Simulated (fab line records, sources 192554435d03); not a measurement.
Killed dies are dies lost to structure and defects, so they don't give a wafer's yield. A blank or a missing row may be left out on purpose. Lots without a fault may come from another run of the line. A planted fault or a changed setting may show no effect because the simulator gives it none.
Chamber matching | flow n5_finfet | N5_BEOL_M7_PECVD_70 on pecvd-02: 3 sister chambers
The step deposits SiO2 from TEOS/O2, target thk 20 nm, time 22.7 s. 18 wafers are shown with their chamber, then 9 later ones without.

WAFERS WITH THEIR CHAMBER
wafer  | chamber | throttle_valve_pct (%) | showerhead_plenum_p_Torr (Torr) | heater_power_w (W)
L081.1 | 2       | 22.2                   | 8.71                            | 682
L081.2 | 1       | 21.4                   | 8.77                            | 656
L081.4 | 2       | 22.0                   | 8.72                            | 685
L084.4 | 0       | 22.8                   | 8.80                            | 705
L084.5 | 1       | 21.9                   | 8.77                            | 624
L084.6 | 0       | 22.9                   | 8.80                            | 737
L085.1 | 0       | 22.9                   | 8.82                            | 830
L085.2 | 1       | 21.9                   | 8.76                            | 518
L085.6 | 1       | 21.8                   | 8.76                            | 524
L097.3 | 0       | 23.1                   | 8.78                            | 810
L097.4 | 2       | 22.1                   | 8.71                            | 645
L097.5 | 1       | 21.8                   | 8.79                            | 646
L091.1 | 0       | 22.9                   | 8.79                            | 763
L091.2 | 1       | 21.8                   | 8.77                            | 629
L091.3 | 2       | 22.4                   | 8.69                            | 696
L092.1 | 2       | 22.3                   | 8.72                            | 664
L092.2 | 1       | 21.6                   | 8.81                            | 645
L092.5 | 2       | 22.2                   | 8.73                            | 672

SIGNATURES (means of the wafers above)
reading                  | chamber 0 | chamber 1 | chamber 2 | scatter within a chamber
throttle_valve_pct       | 22.920    | 21.743    | 22.200    | 0.152
showerhead_plenum_p_Torr | 8.7980    | 8.7757    | 8.7133    | 0.0159
heater_power_w           | 769.00    | 606.00    | 674.00    | 47
Rule: a wafer's distance from a chamber is the root of the sum, over the readings, of the square of ((its reading less the chamber's mean) divided by the reading's scatter). The wafer belongs to the nearest chamber; if the next one is less than 2 further off, it can't be placed. The scatter: the root of (the sum of the squares of (reading less its chamber's mean) over the shown wafers, divided by (wafers less chambers)).

WAFERS WITHOUT THEIR CHAMBER
wafer  | throttle_valve_pct (%) | showerhead_plenum_p_Torr (Torr) | heater_power_w (W)
L093.1 | 22.5                   | 8.71                            | 637
L093.4 | 23.0                   | 8.78                            | 795
L093.5 | 22.3                   | 8.72                            | 641
L089.1 | 23.0                   | 8.80                            | 800
L089.2 | 21.7                   | 8.77                            | 611
L089.3 | 22.2                   | 8.72                            | 578
L082.1 | 22.6                   | 8.81                            | 806
L082.3 | 21.7                   | 8.77                            | 579
L082.6 | 21.6                   | 8.77                            | 583

WHICH CHAMBER EACH WENT THROUGH
wafer  | from the rows above | in truth
L093.1 | 2                   | 2
L093.4 | 0                   | 0
L093.5 | 2                   | 2
L089.1 | 0                   | 0
L089.2 | 1                   | 1
L089.3 | 2                   | 2
L082.1 | 0                   | 0
L082.3 | 1                   | 1
L082.6 | 1                   | 1
Placed correctly: 9 of 9. Can't be placed from these rows: 0. Placed wrongly: 0.
